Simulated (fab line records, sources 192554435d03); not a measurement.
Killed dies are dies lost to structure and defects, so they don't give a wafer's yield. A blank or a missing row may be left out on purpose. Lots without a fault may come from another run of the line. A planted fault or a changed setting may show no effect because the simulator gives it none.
Which tool did it? | flow n5_finfet | 24 lots, 72 wafers sampled, at 1 step of a route of 1938

WHAT THE GAUGES READ, wafer by wafer
N5_BEOL_M3_CD_MEAS_28: target cd 25.7 nm, target cd y 23.3 nm.
lot  | measured     | on        | cd_nm (nm)
L074 | day 7 01:04  | cd_sem-01 | 26.20 25.43 25.46
L075 | day 7 05:15  | cd_sem-02 | 25.45 25.26 25.75
L077 | day 7 15:11  | cd_sem-01 | 25.16 25.87 25.68
L076 | day 7 15:30  | cd_sem-01 | 25.61 25.18 26.06
L078 | day 7 19:37  | cd_sem-03 | 25.90 25.93 25.74
L080 | day 8 04:39  | cd_sem-02 | 25.66 25.75 25.63
L079 | day 8 11:56  | cd_sem-02 | 25.67 25.88 25.84
L081 | day 8 19:43  | cd_sem-02 | 25.69 25.67 25.42
L082 | day 9 03:53  | cd_sem-03 | 25.96 25.82 25.53
L083 | day 9 14:10  | cd_sem-03 | 26.12 26.17 26.20
L085 | day 9 16:38  | cd_sem-01 | 25.25 25.72 25.51
L084 | day 9 16:43  | cd_sem-03 | 25.56 25.61 25.63
L086 | day 9 23:02  | cd_sem-03 | 25.95 25.78 25.77
L087 | day 10 07:04 | cd_sem-02 | 25.83 25.98 25.75
L089 | day 10 13:26 | cd_sem-02 | 25.55 25.87 25.64
L088 | day 10 13:40 | cd_sem-03 | 25.86 25.49 25.83
L090 | day 11 00:32 | cd_sem-03 | 25.81 25.41 25.99
L091 | day 11 08:55 | cd_sem-01 | 25.87 25.43 25.52
L092 | day 11 22:29 | cd_sem-02 | 25.87 25.49 25.75
L093 | day 11 23:15 | cd_sem-02 | 25.42 25.58 25.16
L094 | day 11 23:28 | cd_sem-02 | 26.11 25.94 25.71
L096 | day 12 13:06 | cd_sem-01 | 25.44 25.96 25.66
L095 | day 12 13:40 | cd_sem-02 | 25.81 25.85 25.62
L097 | day 12 19:33 | cd_sem-02 | 25.51 25.93 25.73

WHICH TOOL RAN EACH LOT (tool, then ch and the chambers of the sampled wafers, then the start)
The record holds no process step before these readings.

WHAT THE TOOLS THEMSELVES READ (means of the sampled wafers that have a number; where no wafer has one, the mark that the record gives instead)
The record holds no such reading with a usual standard deviation.

THE ANSWER, worked out from the rows above alone
Rule: what is usual is taken from the lots themselves. Put in order of their means at a reading, lots are off if they are a third of the lots or fewer, leave a main group of 4 or more, and stand apart from it by a gap of 3 or more times the standard deviation of the main group's means; of several such gaps the widest counts. A main group whose means are all the same, to the digits that the tables above print for the reading, isn't used. A lot without any number at a reading at which 4 lots or more have one is off too. The other lots that the step has rows for count as sound. The gauges are gone through in route order, then the tools' own readings, and for those a lot's mean is taken as printed above. The first step at which some lot is off is used, and at that step the reading that is off furthest; a lot without a number counts as furthest.
No lot is off at any reading shown: from this, nothing can be told.

WHAT THE SIMULATOR HAD PUT IN
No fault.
